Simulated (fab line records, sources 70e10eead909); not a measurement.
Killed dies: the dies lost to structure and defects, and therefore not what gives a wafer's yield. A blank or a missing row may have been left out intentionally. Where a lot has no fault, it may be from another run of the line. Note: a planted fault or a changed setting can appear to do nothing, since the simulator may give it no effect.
Which of the tools did it? | flow nandHarc | 24 lots with 72 wafers sampled at 3 steps, on a route of 1302 steps

## WHAT EACH GAUGE READ, for each wafer
NHARC_A_M0_THK_MEAS_24: measures by xrf.
lot  | measured     | on           | thkNm (nm)
L074 | day 22 11:38 | filmMetro-02 | 115.6 116.3 116.9
L075 | day 23 02:54 | filmMetro-01 | 115.5 112.3 114.4
L076 | day 23 23:01 | filmMetro-02 | 114.4 113.2 113.6
L077 | day 24 03:55 | filmMetro-02 | 113.6 110.8 111.1
L078 | day 24 05:35 | filmMetro-02 | 114.2 110.4 113.2
L080 | day 25 15:02 | filmMetro-02 | 113.6 113.0 113.2
L079 | day 25 15:38 | filmMetro-01 | 111.6 112.8 113.1
L081 | day 25 18:28 | filmMetro-01 | 113.9 115.5 114.5
L082 | day 26 06:10 | filmMetro-02 | 116.0 114.3 113.8
L083 | day 26 14:13 | filmMetro-02 | 113.2 113.1 111.5
L085 | day 27 04:10 | filmMetro-01 | 112.7 112.7 114.4
L084 | day 27 08:44 | filmMetro-01 | 114.2 115.6 114.7
L086 | day 27 16:29 | filmMetro-01 | 110.6 115.6 111.2
L087 | day 28 04:46 | filmMetro-02 | 113.6 114.1 117.3
L088 | day 28 05:54 | filmMetro-02 | 116.6 114.7 116.0
L090 | day 28 21:53 | filmMetro-01 | 116.6 113.4 114.7
L089 | day 29 02:28 | filmMetro-01 | 110.5 113.6 113.8
L092 | day 30 01:50 | filmMetro-02 | 115.1 112.3 113.6
L091 | day 30 12:01 | filmMetro-02 | 118.0 114.7 114.6
L094 | day 31 01:32 | filmMetro-02 | 115.7 113.4 114.2
L093 | day 31 04:20 | filmMetro-02 | 114.9 114.1 112.7
L095 | day 31 21:21 | filmMetro-02 | 111.3 113.2 112.4
L096 | day 32 14:04 | filmMetro-02 | 115.3 112.0 113.5
L097 | day 33 06:41 | filmMetro-02 | 110.0 112.7 112.4

NHARC_A_M1_OVL_MEAS_10: pitch 240 nm.
lot  | measured     | on         | overlayXNm (nm) | overlayYNm (nm)
L074 | day 22 13:11 | overlay-01 | 1.1 1.5 1.5     | 0.1 0.1 0.2
L075 | day 23 04:32 | overlay-02 | -0.3 -0.6 -0.8  | -0.4 0.4 0.2
L076 | day 24 01:10 | overlay-01 | 1.0 0.6 0.5     | 0.2 0.6 0.9
L077 | day 24 05:33 | overlay-02 | 0.5 1.2 0.8     | 0.7 0.6 0.7
L078 | day 24 07:39 | overlay-01 | 0.2 -0.7 -0.4   | 0.2 0.6 -0.1
L080 | day 25 16:33 | overlay-02 | 0.7 0.8 1.1     | 0.5 0.9 0.5
L079 | day 25 17:19 | overlay-01 | 0.0 -0.4 -0.1   | -0.7 -0.4 0.0
L081 | day 25 20:04 | overlay-02 | 0.3 -0.3 -0.3   | 1.0 0.8 0.5
L082 | day 26 07:48 | overlay-01 | 0.6 0.7 0.5     | -0.6 -0.3 -0.2
L083 | day 26 15:51 | overlay-02 | 0.2 0.2 0.3     | 0.8 0.8 0.8
L085 | day 27 05:41 | overlay-01 | 0.1 0.0 -0.1    | -0.1 -0.7 -0.4
L084 | day 27 10:16 | overlay-02 | -0.1 -0.4 -0.8  | -0.1 -0.8 -0.6
L086 | day 27 18:07 | overlay-02 | 0.3 0.0 0.6     | 0.2 0.4 0.1
L087 | day 28 06:25 | overlay-01 | 1.1 1.0 0.3     | 0.6 0.6 0.3
L088 | day 28 07:32 | overlay-01 | 0.8 1.0 1.1     | 2.1 1.7 1.7
L090 | day 28 23:37 | overlay-01 | 1.1 0.7 0.6     | 1.3 1.1 0.8
L089 | day 29 04:19 | overlay-01 | -0.6 -0.8 -0.6  | 1.4 1.2 1.3
L092 | day 30 03:32 | overlay-01 | 0.3 0.1 -0.9    | -0.4 -1.0 -1.0
L091 | day 30 13:40 | overlay-01 | 0.6 1.3 0.6     | -0.6 -0.7 -0.7
L094 | day 31 03:11 | overlay-01 | -1.1 -1.7 -1.1  | 0.4 -0.2 0.2
L093 | day 31 05:58 | overlay-01 | 0.6 0.1 0.3     | 0.3 0.2 0.1
L095 | day 31 22:52 | overlay-02 | 0.5 0.4 0.9     | 0.8 1.4 1.4
L096 | day 32 15:47 | overlay-02 | 0.7 1.0 0.5     | 0.5 0.6 0.5
L097 | day 33 08:13 | overlay-02 | 1.5 1.3 0.7     | 0.4 -0.2 -0.2

## WHICH TOOL RAN EACH LOT (tool, then ch and the chambers of the sampled wafers, then the start)
lot  | NHARC_A_M0_PVD_21
L074 | pvdSputter-01, day 22 11:38 or earlier
L075 | pvdSputter-02, day 23 02:54 or earlier
L076 | pvdSputter-01, day 23 23:01 or earlier
L077 | pvdSputter-03, day 24 03:55 or earlier
L078 | pvdSputter-03, day 24 05:35 or earlier
L080 | pvdSputter-02, day 25 15:02 or earlier
L079 | pvdSputter-02, day 25 15:38 or earlier
L081 | pvdSputter-03, day 25 18:28 or earlier
L082 | pvdSputter-02, day 26 06:10 or earlier
L083 | pvdSputter-03, day 26 14:13 or earlier
L085 | pvdSputter-02, day 27 04:10 or earlier
L084 | pvdSputter-02, day 27 08:44 or earlier
L086 | pvdSputter-02, day 27 16:29 or earlier
L087 | pvdSputter-02, day 28 04:46 or earlier
L088 | pvdSputter-02, day 28 05:54 or earlier
L090 | pvdSputter-02, day 28 21:53 or earlier
L089 | pvdSputter-03, day 29 02:28 or earlier
L092 | pvdSputter-01, day 30 01:50 or earlier
L091 | pvdSputter-01, day 30 12:01 or earlier
L094 | pvdSputter-01, day 31 01:32 or earlier
L093 | pvdSputter-01, day 31 04:20 or earlier
L095 | pvdSputter-01, day 31 21:21 or earlier
L096 | pvdSputter-01, day 32 14:04 or earlier
L097 | pvdSputter-02, day 33 06:41 or earlier
- NHARC_A_M0_PVD_21: deposits Cu, target thk 30 nm, time 20.49 s.

## AS READ BY THE TOOLS THEMSELVES (means over the sampled wafers that have a number; for cases with no such wafer, the mark the record gives instead)
NHARC_A_M0_PVD_21.
lot  | tool          | cathodeDcPowerW (W) | throttleValvePct (%)
L074 | pvdSputter-01 | 5000.8              | 31.0
L075 | pvdSputter-02 | 5000.4              | 30.8
L076 | pvdSputter-01 | 4998.8              | 30.0
L077 | pvdSputter-03 | 5001.1              | 30.3
L078 | pvdSputter-03 | 5000.5              | 29.8
L080 | pvdSputter-02 | 5000.4              | 32.1
L079 | pvdSputter-02 | 5000.1              | 31.4
L081 | pvdSputter-03 | 5000.0              | 30.5
L082 | pvdSputter-02 | 5000.4              | 31.4
L083 | pvdSputter-03 | 4999.1              | 30.5
L085 | pvdSputter-02 | 5000.5              | 30.5
L084 | pvdSputter-02 | 5000.1              | 30.4
L086 | pvdSputter-02 | 5000.4              | 31.2
L087 | pvdSputter-02 | 4999.9              | 31.0
L088 | pvdSputter-02 | 4999.3              | 30.9
L090 | pvdSputter-02 | 5000.7              | 31.0
L089 | pvdSputter-03 | 4998.1              | 29.6
L092 | pvdSputter-01 | 4999.3              | 30.4
L091 | pvdSputter-01 | 4999.3              | 29.9
L094 | pvdSputter-01 | 4999.1              | 29.9
L093 | pvdSputter-01 | 4999.7              | 30.8
L095 | pvdSputter-01 | 4999.2              | 30.6
L096 | pvdSputter-01 | 5000.1              | 30.5
L097 | pvdSputter-02 | 4999.9              | 31.0

## THE ANSWER, worked out from the rows above alone
Rule: usual is defined by the lots themselves. The widest of any qualifying gaps counts: lots, ordered by their means at a reading, are off when they make up no more than a third of the lots, leave a main group of 4 or more, and stand apart from it by 3 or more times the standard deviation of that group's means. A main group whose means are all the same, to the digits that the tables above print for the reading, isn't used. A lot without any number at a reading at which 4 lots or more have one is off too. All remaining lots with rows at the step are treated as sound. The gauges are gone through in route order, then the tools' own readings, and for those a lot's mean is taken as printed above. At the first step where some lot is off, the reading lying furthest off is the one used; lots without a number count as furthest.
None of the lots is off at any reading shown; this tells nothing.

## WHAT THE SIMULATOR HAD PUT IN
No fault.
